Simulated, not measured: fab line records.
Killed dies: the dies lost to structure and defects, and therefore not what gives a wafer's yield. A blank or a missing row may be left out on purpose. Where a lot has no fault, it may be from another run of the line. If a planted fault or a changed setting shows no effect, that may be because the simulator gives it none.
fab line records | flow n5Finfet | part 2 of 2: steps 4 to 6 of 6
[record] lots = 23 wafers = 69 lastDay = 17
route steps=1938 shown BEOL_M5@1126
lots with no fault: from the same line, run without faults
startH: start of the lot's first displayed wafer, in hours after the record's first day | waitH: hours since the lot's step before | " as in the row above | L1.1+2: a single row standing in for several wafers | - no value present, or no start provided | * or withheld: withheld | < > ~ a bound
route shown NAME@n: NAME is a module with steps in the file, n the number in the route of the first one | usual: mean/standard deviation taken from wafers without a fault | same: alike in all rows | chamber/n: place in a boat | sites: each site's reading | _std_site: standard deviation of those values | _edge_site: the outer-site mean with the inner-site mean subtracted | radiusMm: for every site, how far away it sits from the centre of the wafer | mask NAME#n: copy n | behind: the most recent tool/chamber to have shaped the wafer | hold: why the lot went on hold/how many hours it stayed there/how the hold came to an end | device: which transistor (n, p or np) failed to switch | end of line: the route-end tests of the same wafers | where a step has no rows: the recipe by itself | killed: the dies lost at the first sort to structure and to defects; this is not the yield of the wafer | map: shows each die of a wafer: x if killed, . if not, _ if none is there
set.NAME: the setting that was run; set.NAME@STEP: the one run at that earlier step | model.NAME: the simulator's own value behind a step, which no gauge read
one table for each step of the route and one row for each wafer, over a sample of lots
services: from which hour (startH, from the record's first day; less than 0 if before it) a tool's chamber was out of use, for how many hours, and why
[[steps]]
[step N5_BEOL_M5_DESCUM_33]
[recipe] chemistry = O2 timeS = 7 sourcePowerW = 50 biasPowerW = 20 pressureMtorr = 20 rfFrequencyHz = 2.712e+07 tempC = 40 resist = CAR-EUV o2FlowSccm = 225
[usual] biasPowerW = 20.00/0.058 drypumpMotorCurrentA = 5.8/0.47 oesProductAu = 0.80/0.09 rfVppV = 242.9/1.3 showerheadPlenumPTorr = 2.08/0.065 throttleValvePct = 20.34/0.14
// columns lot.wafer tool chamber startH waitH biasPowerW drypumpMotorCurrentA oesProductAu rfHoursCounterH rfVppV showerheadPlenumPTorr throttleValvePct
L074.4 rieDiel-02 3 160.23 0.0 20.07 5.5 0.70 - 243.3 2.16 20.43
L074.5 " 2 " " 19.94 6.0 0.98 - 242.2 2.06 20.42
L074.6 " 0 " " 20.05 5.9 0.72 - 241.9 2.07 20.48
L075.1 rieDiel-06 3 176.61 0.1 20.08 5.9 0.84 51 242.6 2.04 20.20
L075.3 " 2 " " 20.00 5.7 0.69 216 244.3 2.07 20.21
L075.6 " 1 " " 19.99 6.6 0.88 - 245.6 2.21 20.39
L076.1 rieDiel-06 2 185.87 0.0 20.06 5.7 0.69 219 242.7 2.07 20.20
L076.3 " 1 " " 20.00 6.6 0.88 52 244.4 2.21 20.38
L076.5 " 0 " " 19.97 5.8 0.95 - 241.8 2.06 20.19
L077.1 rieDiel-02 1 185.92 0.0 19.94 6.0 0.97 5 243.1 2.05 20.26
L077.2 " 2 " " 19.95 6.0 0.94 16 242.0 2.06 20.44
L077.5 " 1 " " 19.95 6.0 0.98 - 242.4 2.05 20.24
L078.1 rieDiel-06 3 202.81 0.2 19.95 5.9 0.83 59 242.7 2.04 20.20
L078.3 " 1 " " 19.93 6.6 0.87 57 245.2 2.21 20.39
L078.5 " 1 " " 19.97 6.6 0.86 - 246.2 2.21 20.40
L080.1 rieDiel-01 1 204.52 0.2 19.95 5.8 0.75 155 241.4 2.00 20.14
L080.4 " 2 " " 20.06 5.0 0.82 80 241.4 2.04 20.25
L080.6 " 0 " " 20.08 5.7 0.74 - 244.7 2.18 20.58
L079.2 rieDiel-01 2 206.36 0.1 19.99 5.0 0.81 80 242.5 2.04 20.27
L079.4 " 3 " " 19.83 4.7 0.81 99 242.0 2.03 20.27
L079.5 " 3 " " 19.98 4.7 0.82 - 240.8 2.03 20.26
L081.3 rieDiel-01 2 210.23 0.0 19.97 4.9 0.81 81 242.3 2.04 20.25
L081.4 " 1 " " 20.06 5.8 0.75 157 241.5 2.00 20.13
L081.5 " 0 " " 20.14 5.8 0.74 - 244.6 2.18 20.58
L082.2 rieDiel-06 1 229.07 1.4 19.96 6.6 0.85 63 245.7 2.20 20.40
L082.3 " 3 " " 20.03 5.9 0.82 70 242.8 2.04 20.23
L082.6 " 3 " " 20.05 5.9 0.82 - 242.0 2.04 20.23
L083.3 rieDiel-06 2 231.30 0.3 19.96 5.6 0.68 236 243.9 2.06 20.26
L083.4 " 1 " " 20.03 6.6 0.87 64 244.4 2.20 20.41
L083.5 " 2 " " 20.09 5.7 0.68 - 243.0 2.06 20.22
L084.4 rieDiel-01 2 234.41 0.0 19.96 4.9 0.80 - 241.4 2.04 20.28
L084.5 " 0 " " 19.96 5.8 0.73 - 245.0 2.18 20.59
L084.6 " 1 " " 19.98 5.8 0.74 - 241.0 2.00 20.15
L085.2 rieDiel-06 2 234.59 0.1 19.91 5.7 0.68 238 241.6 2.06 20.24
L085.4 " 3 " " 20.02 5.9 0.82 73 242.5 2.04 20.22
L085.5 " 0 " " 19.98 5.8 0.91 - 243.2 2.06 20.23
L086.1 rieDiel-02 1 238.44 0.0 19.95 6.0 0.94 17 244.4 2.05 20.26
L086.2 " 2 " " 20.01 6.0 0.92 28 244.1 2.05 20.45
L086.6 " 2 " " 19.99 6.0 0.92 - 242.3 2.05 20.44
L087.1 rieDiel-06 1 241.06 0.1 19.96 6.6 0.86 66 245.4 2.20 20.42
L087.2 " 3 " " 19.87 5.9 0.82 74 242.3 2.04 20.24
L087.3 " 2 " " 19.97 5.7 0.68 239 243.4 2.06 20.24
L088.1 rieDiel-01 3 259.59 0.2 19.98 4.7 0.81 116 241.9 2.02 20.29
L088.4 " 2 " " 20.03 4.9 0.80 99 242.2 2.04 20.28
L088.5 " 1 " " 19.98 5.8 0.73 - 242.6 2.00 20.17
L089.1 rieDiel-02 3 262.35 0.1 19.98 5.6 0.68 228 243.6 2.15 20.47
L089.3 " 1 " " 20.05 6.1 0.91 26 242.4 2.04 20.27
L089.6 " 0 " " 20.01 5.9 0.69 - 243.2 2.06 20.51
L090.3 rieDiel-01 2 266.96 0.0 20.04 5.0 0.79 101 241.3 2.03 20.30
L090.4 " 3 " " 20.03 4.6 0.80 119 241.4 2.02 20.28
L090.6 " 3 " " 20.05 4.6 0.79 - 242.4 2.02 20.28
L092.1 rieDiel-01 1 290.08 0.7 19.97 5.8 0.72 186 240.7 1.99 20.18
L092.2 " 2 " " 19.95 4.9 0.77 110 241.3 2.03 20.29
L092.3 " 0 " " 19.99 5.8 0.72 185 245.5 2.17 20.62
L095.1 rieDiel-02 2 297.89 0.2 20.07 6.0 0.88 49 242.9 2.05 20.48
L095.4 " 2 " " 19.96 6.0 0.88 - 241.5 2.05 20.47
L095.5 " 1 " " 20.02 6.1 0.90 - 242.3 2.04 20.31
L093.3 rieDiel-01 1 301.23 0.0 20.00 5.8 0.73 191 242.6 1.99 20.19
L093.4 " 1 " " 19.98 5.8 0.72 - 240.4 1.99 20.18
L093.6 " 0 " " 20.05 5.8 0.72 - 243.6 2.17 20.64
L097.2 rieDiel-06 3 304.67 0.3 20.12 5.9 0.79 90 242.4 2.03 20.26
L097.3 " 0 " " 20.06 5.8 0.88 50 242.8 2.05 20.26
L097.6 " 3 " " 20.10 5.9 0.80 - 241.5 2.03 20.26
L094.1 rieDiel-06 3 307.84 0.0 19.91 5.9 0.80 90 242.1 2.03 20.26
L094.4 " 0 " " 20.02 5.8 0.88 - 243.1 2.05 20.24
L094.6 " 3 " " 19.90 5.9 0.80 - 243.2 2.03 20.26
L096.3 rieDiel-02 1 317.17 0.0 19.96 6.0 0.89 45 243.5 2.04 20.31
L096.4 " 1 " " 19.89 6.0 0.88 - 242.5 2.04 20.31
L096.6 " 2 " " 20.01 6.0 0.88 - 243.2 2.05 20.50
[step N5_BEOL_M5_SPUTTER_48]
[recipe] material = Cu targetThkA = 150 tempC = -20 chamberPressurePa = 0.07 powerW = withheld timeS = 27.62
[usual] throttleValvePct = 30.1/0.93
// columns lot.wafer tool chamber startH waitH throttleValvePct
L074.4 pvdSputter-03 - 164.09 0.1 30.1
L074.5 " - " " 29.7
L074.6 " - " " 29.3
L075.1 pvdSputter-01 - 178.44 0.1 31.7
L075.3 " - " " 29.9
L075.6 " - " " 30.2
L076.1 pvdSputter-03 - 187.88 0.1 29.7
L076.3 " - " " 29.2
L076.5 " - " " 29.8
L077.1 pvdSputter-02 - 187.92 0.1 30.1
L077.2 " - " " 29.3
L077.5 " - " " 29.3
L078.1 pvdSputter-03 - 204.45 0.1 29.9
L078.3 " - " " 29.6
L078.5 " - " " 29.4
L080.1 pvdSputter-02 - 207.20 0.1 28.6
L080.4 " - " " 30.0
L080.6 " - " " 28.8
L079.2 pvdSputter-01 - 208.44 0.2 29.9
L079.4 " - " " 30.5
L079.5 " - " " 31.7
L081.3 pvdSputter-03 - 212.58 0.1 31.5
L081.4 " - " " 30.2
L081.5 " - " " 30.0
L082.2 pvdSputter-02 - 231.10 0.2 29.3
L082.3 " - " " 29.2
L082.6 " - " " 29.5
L083.3 pvdSputter-01 - 234.56 1.4 31.9
L083.4 " - " " 29.9
L083.5 " - " " 30.0
L084.4 pvdSputter-03 - 236.83 0.4 30.1
L084.5 " - " " 29.9
L084.6 " - " " 30.3
L085.2 pvdSputter-02 - 237.24 0.1 29.2
L085.4 " - " " 30.0
L085.5 " - " " 29.9
L086.1 pvdSputter-01 - 241.14 0.3 32.0
L086.2 " - " " 30.6
L086.6 " - " " 29.7
L087.1 pvdSputter-02 - 243.37 0.1 29.9
L087.2 " - " " 29.2
L087.3 " - " " 29.0
L088.1 pvdSputter-02 - 261.34 0.1 29.1
L088.4 " - " " 30.2
L088.5 " - " " 29.0
L089.1 pvdSputter-01 - 264.38 0.1 30.8
L089.3 " - " " 30.0
L089.6 " - " " 30.2
L090.3 pvdSputter-03 - 269.03 0.1 29.2
L090.4 " - " " 29.9
L090.6 " - " " 28.9
L092.1 pvdSputter-01 - 293.57 0.4 30.8
L092.2 " - " " 32.1
L092.3 " - " " 30.1
L095.1 pvdSputter-03 - 299.75 0.1 31.9
L095.4 " - " " 29.9
L095.5 " - " " 31.8
L093.3 pvdSputter-03 - 304.18 1.3 29.5
L093.4 " - " " 30.0
L093.6 " - " " 29.7
L097.2 pvdSputter-01 - 306.85 0.3 30.7
L097.3 " - " " 30.2
L097.6 " - " " 30.6
L094.1 pvdSputter-03 - 309.83 0.2 30.3
L094.4 " - " " 29.4
L094.6 " - " " 31.6
L096.3 pvdSputter-03 - 320.67 1.5 31.7
L096.4 " - " " 29.8
L096.6 " - " " 30.0
[step N5_BEOL_M5_ANNEAL_89]
[recipe] tempC = 400 timeS = 1800 ambient = vacuum
[usual] heaterPowerW = 869/67
// columns lot.wafer tool chamber startH waitH heaterPowerW
L074.4 pvdSputter-03 - 167.43 0.0 823
L074.5 " - " " 814
L074.6 " - " " 857
L075.1 pvdSputter-01 - 181.78 0.0 856
L075.3 " - " " 842
L075.6 " - " " 839
L076.1 pvdSputter-03 - 191.22 0.0 812
L076.3 " - " " 858
L076.5 " - " " 835
L077.1 pvdSputter-02 - 191.26 0.0 1106
L077.2 " - " " 789
L077.5 " - " " 915
L078.1 pvdSputter-03 - 207.94 0.0 812
L078.3 " - " " 807
L078.5 " - " " 855
L080.1 pvdSputter-02 - 210.54 0.0 862
L080.4 " - " " 1100
L080.6 " - " " 877
L079.2 pvdSputter-01 - 211.78 0.0 877
L079.4 " - " " 899
L079.5 " - " " 859
L081.3 pvdSputter-03 - 215.92 0.0 942
L081.4 " - " " 822
L081.5 " - " " 819
L082.2 pvdSputter-02 - 234.44 0.0 810
L082.3 " - " " 861
L082.6 " - " " 785
L083.3 pvdSputter-01 - 237.90 0.0 878
L083.4 " - " " 846
L083.5 " - " " 831
L084.4 pvdSputter-03 - 240.17 0.0 830
L084.5 " - " " 814
L084.6 " - " " 805
L085.2 pvdSputter-02 - 240.58 0.0 799
L085.4 " - " " 1062
L085.5 " - " " 1057
L086.1 pvdSputter-01 - 244.48 0.0 842
L086.2 " - " " 868
L086.6 " - " " 825
L087.1 pvdSputter-02 - 246.71 0.0 1074
L087.2 " - " " 811
L087.3 " - " " 870
L088.1 pvdSputter-02 - 264.68 0.0 911
L088.4 " - " " 1084
L088.5 " - " " 796
L089.1 pvdSputter-01 - 267.72 0.0 868
L089.3 " - " " 843
L089.6 " - " " 847
L090.3 pvdSputter-03 - 272.37 0.0 852
L090.4 " - " " 805
L090.6 " - " " 868
L092.1 pvdSputter-01 - 296.91 0.0 897
L092.2 " - " " 868
L092.3 " - " " 836
L095.1 pvdSputter-03 - 303.09 0.0 936
L095.4 " - " " 810
L095.5 " - " " 921
L093.3 pvdSputter-03 - 307.52 0.0 875
L093.4 " - " " 828
L093.6 " - " " 817
L097.2 pvdSputter-01 - 310.19 0.0 895
L097.3 " - " " 839
L097.6 " - " " 875
L094.1 pvdSputter-03 - 313.17 0.0 797
L094.4 " - " " 873
L094.6 " - " " 926
L096.3 pvdSputter-03 - 324.01 0.0 941
L096.4 " - " " 809
L096.6 " - " " 810
[[services]]
// columns tool chamber startH hours kind
rieDiel-06 2 142.69 23.3 repair
rieDiel-02 - 215.56 14.6 pm
rieDiel-01 - 231.04 0.4 repair
rieDiel-06 - 276.05 14.6 pm
rieDiel-02 - 279.98 0.2 repair
rieDiel-02 0 283.46 - clean
rieDiel-02 0 283.46 - consumableReplace:focusRing
rieDiel-02 0 283.46 27.3 scheduledDown
rieDiel-02 0 283.46 27.3 ventCycle
rieDiel-06 2 307.59 1.2 repair
rieDiel-06 2 308.94 - clean
rieDiel-06 2 308.94 - consumableReplace:focusRing
rieDiel-06 2 308.94 16.3 scheduledDown
rieDiel-06 2 308.94 16.3 ventCycle
rieDiel-02 0 316.35 5.3 repair
pvdSputter-02 - 317.00 6.5 repair
